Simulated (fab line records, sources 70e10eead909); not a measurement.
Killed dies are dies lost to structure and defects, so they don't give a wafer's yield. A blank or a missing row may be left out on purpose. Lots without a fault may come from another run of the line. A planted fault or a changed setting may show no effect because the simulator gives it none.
Which tool did it? | flow nand_harc | 24 lots, 72 wafers sampled, at 4 steps of a route of 1302

WHAT THE GAUGES READ, wafer by wafer
NHARC_A_CONTACT_INSPECT_10.
lot  | measured     | on                | raw_defect_count
L074 | day 22 05:53 | defect_inspect-01 | 21 18 13
L075 | day 22 08:48 | defect_inspect-02 | 48 51 62
L076 | day 22 17:21 | defect_inspect-01 | 155 154 153
L077 | day 23 22:29 | defect_inspect-01 | 58 57 60
L079 | day 24 01:50 | defect_inspect-01 | 70 51 70
L078 | day 24 07:09 | defect_inspect-02 | 141 135 157
L080 | day 24 19:46 | defect_inspect-02 | 29 36 18
L082 | day 25 17:28 | defect_inspect-01 | 112 125 129
L081 | day 25 18:58 | defect_inspect-02 | 85 95 84
L083 | day 26 00:27 | defect_inspect-02 | 81 90 84
L084 | day 25 23:04 | defect_inspect-02 | 84 76 96
L085 | day 27 02:42 | defect_inspect-01 | 92 78 80
L086 | day 27 04:15 | defect_inspect-02 | 149 113 127
L088 | day 27 19:30 | defect_inspect-01 | 79 50 76
L087 | day 27 21:11 | defect_inspect-02 | 83 101 82
L089 | day 27 22:27 | defect_inspect-01 | 112 143 156
L090 | day 28 22:53 | defect_inspect-02 | 65 47 47
L091 | day 29 03:10 | defect_inspect-01 | 107 117 119
L093 | day 29 15:15 | defect_inspect-01 | 112 122 108
L092 | day 29 18:47 | defect_inspect-02 | 65 72 50
L094 | day 30 05:26 | defect_inspect-01 | 55 70 56
L095 | day 30 21:53 | defect_inspect-02 | 27 32 20
L097 | day 31 03:50 | defect_inspect-02 | 91 72 85
L096 | day 31 09:31 | defect_inspect-02 | 100 101 106

WHICH TOOL RAN EACH LOT (tool, then ch and the chambers of the sampled wafers, then the start)
lot  | NHARC_A_CONTACT_ETCH_76                       | NHARC_A_CONTACT_ETCH_125             | NHARC_A_CONTACT_STRIP_82
L074 | rie_diel-13 ch 0,1, day 21 23:58 or earlier   | har_cap_etch-02 ch 0, day 21 23:58   | rie_diel-11 ch 1,2,3, day 22 05:53 or earlier
L075 | rie_diel-10 ch 0,1,2, day 22 02:58 or earlier | har_cap_etch-02 ch 0, day 22 02:58   | rie_diel-13 ch 1,2, day 22 08:48 or earlier
L076 | rie_diel-10 ch 0,3, day 22 11:14 or earlier   | har_cap_etch-02 ch 0,1, day 22 11:14 | rie_diel-13 ch 0,1, day 22 17:21 or earlier
L077 | rie_diel-13 ch 1,2, day 23 15:35 or earlier   | har_cap_etch-02 ch 1, day 23 15:35   | rie_diel-13 ch 0,1,2, day 23 22:29 or earlier
L079 | rie_diel-10 ch 0,1,3, day 23 17:32 or earlier | har_cap_etch-03 ch 0,1, day 23 17:32 | rie_diel-11 ch 0,1,2, day 24 01:50 or earlier
L078 | rie_diel-13 ch 0,2, day 23 22:56 or earlier   | har_cap_etch-01 ch 0,1, day 23 22:56 | rie_diel-13 ch 1,3, day 24 07:09 or earlier
L080 | rie_diel-13 ch 0,2,3, day 24 12:54 or earlier | har_cap_etch-03 ch 0,1, day 24 12:54 | rie_diel-13 ch 0,2,3, day 24 19:46 or earlier
L082 | rie_diel-11 ch 0,2, day 25 10:16 or earlier   | har_cap_etch-02 ch 0,1, day 25 10:16 | rie_diel-10 ch 1,2,3, day 25 17:28 or earlier
L081 | rie_diel-13 ch 0,2, day 25 12:14 or earlier   | har_cap_etch-01 ch 0,1, day 25 12:14 | rie_diel-11 ch 2,3, day 25 18:58 or earlier
L083 | rie_diel-13 ch 0,1,2, day 25 15:24 or earlier | har_cap_etch-03 ch 0,1, day 25 15:24 | rie_diel-11 ch 0,1,2, day 26 00:27 or earlier
L084 | rie_diel-10 ch 0,1, day 25 15:57 or earlier   | har_cap_etch-02 ch 0,1, day 25 15:57 | rie_diel-10 ch 0,2,3, day 25 23:04 or earlier
L085 | rie_diel-13 ch 0,1,3, day 26 19:04 or earlier | har_cap_etch-01 ch 0,1, day 26 19:04 | rie_diel-13 ch 1,2,3, day 27 02:42 or earlier
L086 | rie_diel-10 ch 0,1,2, day 26 21:23 or earlier | har_cap_etch-03 ch 0,1, day 26 21:23 | rie_diel-13 ch 0,1,2, day 27 04:15 or earlier
L088 | rie_diel-13 ch 0,2, day 27 13:16 or earlier   | har_cap_etch-01 ch 0,1, day 27 13:16 | rie_diel-11 ch 0,3, day 27 19:30 or earlier
L087 | rie_diel-10 ch 1,3, day 27 14:06 or earlier   | har_cap_etch-03 ch 0,1, day 27 14:06 | rie_diel-10 ch 1,3, day 27 21:11 or earlier
L089 | rie_diel-13 ch 0,1,3, day 27 16:32 or earlier | har_cap_etch-02 ch 0,1, day 27 16:32 | rie_diel-13 ch 0,1,3, day 27 22:27 or earlier
L090 | rie_diel-11 ch 0,3, day 28 15:13 or earlier   | har_cap_etch-02 ch 0,1, day 28 15:13 | rie_diel-10 ch 0,1,3, day 28 22:53 or earlier
L091 | rie_diel-10 ch 0,1,3, day 28 16:40 or earlier | har_cap_etch-01 ch 0,1, day 28 16:40 | rie_diel-10 ch 0,1,3, day 29 03:10 or earlier
L093 | rie_diel-13 ch 0,1,2, day 29 09:28 or earlier | har_cap_etch-03 ch 0,1, day 29 09:28 | rie_diel-13 ch 1,2,3, day 29 15:15 or earlier
L092 | rie_diel-10 ch 0,2, day 29 11:58 or earlier   | har_cap_etch-02 ch 0,1, day 29 11:58 | rie_diel-11 ch 0,2,3, day 29 18:47 or earlier
L094 | rie_diel-13 ch 0,2,3, day 29 23:14 or earlier | har_cap_etch-01 ch 0,1, day 29 23:14 | rie_diel-11 ch 0,3, day 30 05:26 or earlier
L095 | rie_diel-13 ch 0,1,3, day 30 14:00 or earlier | har_cap_etch-02 ch 1, day 30 14:00   | rie_diel-13 ch 0,2, day 30 21:53 or earlier
L097 | rie_diel-11 ch 1,2, day 30 20:50 or earlier   | har_cap_etch-02 ch 0,1, day 30 20:50 | rie_diel-10 ch 1,2,3, day 31 03:50 or earlier
L096 | rie_diel-13 ch 0,2, day 30 22:43 or earlier   | har_cap_etch-03 ch 0,1, day 30 22:43 | rie_diel-13 ch 0,1,3, day 31 09:31 or earlier
- NHARC_A_CONTACT_ETCH_76: etches the open film in N2/H2, target depth 260 nm, time 475.3 s.
- NHARC_A_CONTACT_ETCH_125: etches the open film in C4F8/O2/Ar, time 197 s, target depth 1918 nm.
- NHARC_A_CONTACT_STRIP_82: strips in O2.

WHAT THE TOOLS THEMSELVES READ (means of the sampled wafers that have a number; where no wafer has one, the mark that the record gives instead)
NHARC_A_CONTACT_ETCH_76.
lot  | tool        | drypump_motor_current_A (A) | oes_product_au (a.u.) | rf_vpp_V (V) | showerhead_plenum_p_Torr (Torr) | throttle_valve_pct (%)
L074 | rie_diel-13 | 6.0                         | 0.996                 | 431.6        | 2.08                            | 14.174
L075 | rie_diel-10 | 6.0                         | 1.018                 | 432.1        | 2.06                            | 14.171
L076 | rie_diel-10 | 6.2                         | 1.015                 | 429.9        | 2.04                            | 14.162
L077 | rie_diel-13 | 5.4                         | 0.991                 | 426.5        | 1.91                            | 14.163
L079 | rie_diel-10 | 6.2                         | 1.007                 | 429.7        | 2.01                            | 14.165
L078 | rie_diel-13 | 6.1                         | 1.001                 | 429.0        | 2.00                            | 14.172
L080 | rie_diel-13 | 5.9                         | 0.999                 | 429.1        | 2.01                            | 14.163
L082 | rie_diel-11 | 5.4                         | 1.005                 | 431.8        | 2.08                            | 14.171
L081 | rie_diel-13 | 6.3                         | 1.004                 | 431.7        | 2.09                            | 14.169
L083 | rie_diel-13 | 5.8                         | 1.004                 | 428.8        | 2.00                            | 14.174
L084 | rie_diel-10 | 6.2                         | 1.001                 | 428.9        | 1.97                            | 14.171
L085 | rie_diel-13 | 5.6                         | 0.994                 | 428.4        | 1.99                            | 14.175
L086 | rie_diel-10 | 6.0                         | 1.013                 | 431.3        | 2.05                            | 14.166
L088 | rie_diel-13 | 6.3                         | 0.993                 | 430.9        | 2.08                            | 14.183
L087 | rie_diel-10 | 6.1                         | 1.001                 | 429.1        | 1.99                            | 14.171
L089 | rie_diel-13 | 5.6                         | 0.995                 | 428.8        | 1.99                            | 14.172
L090 | rie_diel-11 | 5.6                         | 1.020                 | 432.5        | 2.12                            | 14.172
L091 | rie_diel-10 | 6.2                         | 1.011                 | 428.5        | 1.99                            | 14.175
L093 | rie_diel-13 | 5.9                         | 0.989                 | 429.0        | 1.99                            | 14.175
L092 | rie_diel-10 | 6.0                         | 1.008                 | 431.1        | 2.05                            | 14.173
L094 | rie_diel-13 | 5.9                         | 0.987                 | 428.6        | 2.00                            | 14.174
L095 | rie_diel-13 | 5.6                         | 1.011                 | 429.5        | 1.99                            | 14.166
L097 | rie_diel-11 | 6.1                         | 1.015                 | 429.9        | 2.01                            | 14.171
L096 | rie_diel-13 | 6.3                         | 1.005                 | 431.3        | 2.08                            | 14.170

NHARC_A_CONTACT_STRIP_82.
lot  | tool        | drypump_motor_current_A (A) | oes_product_au (a.u.) | rf_vpp_V (V) | showerhead_plenum_p_Torr (Torr) | throttle_valve_pct (%)
L074 | rie_diel-11 | 6.1                         | 1.014                 | 57.8         | 3.52                            | 17.035
L075 | rie_diel-13 | 5.7                         | 0.995                 | 56.8         | 3.34                            | 17.044
L076 | rie_diel-13 | 5.6                         | 0.989                 | 57.0         | 3.45                            | 17.035
L077 | rie_diel-13 | 5.8                         | 0.990                 | 57.7         | 3.46                            | 17.037
L079 | rie_diel-11 | 5.8                         | 1.007                 | 58.4         | 3.55                            | 17.045
L078 | rie_diel-13 | 5.2                         | 0.986                 | 57.2         | 3.32                            | 17.038
L080 | rie_diel-13 | 5.9                         | 1.003                 | 57.6         | 3.47                            | 17.051
L082 | rie_diel-10 | 5.9                         | 1.012                 | 57.5         | 3.58                            | 17.038
L081 | rie_diel-11 | 6.1                         | 1.001                 | 58.5         | 3.51                            | 17.040
L083 | rie_diel-11 | 5.8                         | 1.008                 | 57.5         | 3.54                            | 17.042
L084 | rie_diel-10 | 6.0                         | 1.013                 | 58.6         | 3.59                            | 17.033
L085 | rie_diel-13 | 5.4                         | 0.997                 | 57.4         | 3.33                            | 17.041
L086 | rie_diel-13 | 5.9                         | 0.995                 | 57.4         | 3.45                            | 17.040
L088 | rie_diel-11 | 6.0                         | 1.009                 | 58.2         | 3.62                            | 17.034
L087 | rie_diel-10 | 6.1                         | 1.002                 | 58.7         | 3.44                            | 17.039
L089 | rie_diel-13 | 5.6                         | 1.002                 | 58.1         | 3.45                            | 17.036
L090 | rie_diel-10 | 6.2                         | 1.005                 | 58.1         | 3.45                            | 17.036
L091 | rie_diel-10 | 6.2                         | 1.005                 | 57.5         | 3.45                            | 17.039
L093 | rie_diel-13 | 5.4                         | 0.984                 | 56.9         | 3.32                            | 17.032
L092 | rie_diel-11 | 5.7                         | 1.012                 | 58.2         | 3.53                            | 17.037
L094 | rie_diel-11 | 5.6                         | 1.015                 | 58.4         | 3.65                            | 17.033
L095 | rie_diel-13 | 6.1                         | 0.996                 | 58.0         | 3.46                            | 17.035
L097 | rie_diel-10 | 5.9                         | 1.006                 | 58.4         | 3.55                            | 17.035
L096 | rie_diel-13 | 5.6                         | 0.998                 | 57.7         | 3.45                            | 17.034

THE ANSWER, worked out from the rows above alone
Rule: what is usual is taken from the lots themselves. Put in order of their means at a reading, lots are off if they are a third of the lots or fewer, leave a main group of 4 or more, and stand apart from it by a gap of 3 or more times the standard deviation of the main group's means; of several such gaps the widest counts. A main group whose means are all the same, to the digits that the tables above print for the reading, isn't used. A lot without any number at a reading at which 4 lots or more have one is off too. The other lots that the step has rows for count as sound. The gauges are gone through in route order, then the tools' own readings, and for those a lot's mean is taken as printed above. The first step at which some lot is off is used, and at that step the reading that is off furthest; a lot without a number counts as furthest.
No lot is off at any reading shown: from this, nothing can be told.

WHAT THE SIMULATOR HAD PUT IN
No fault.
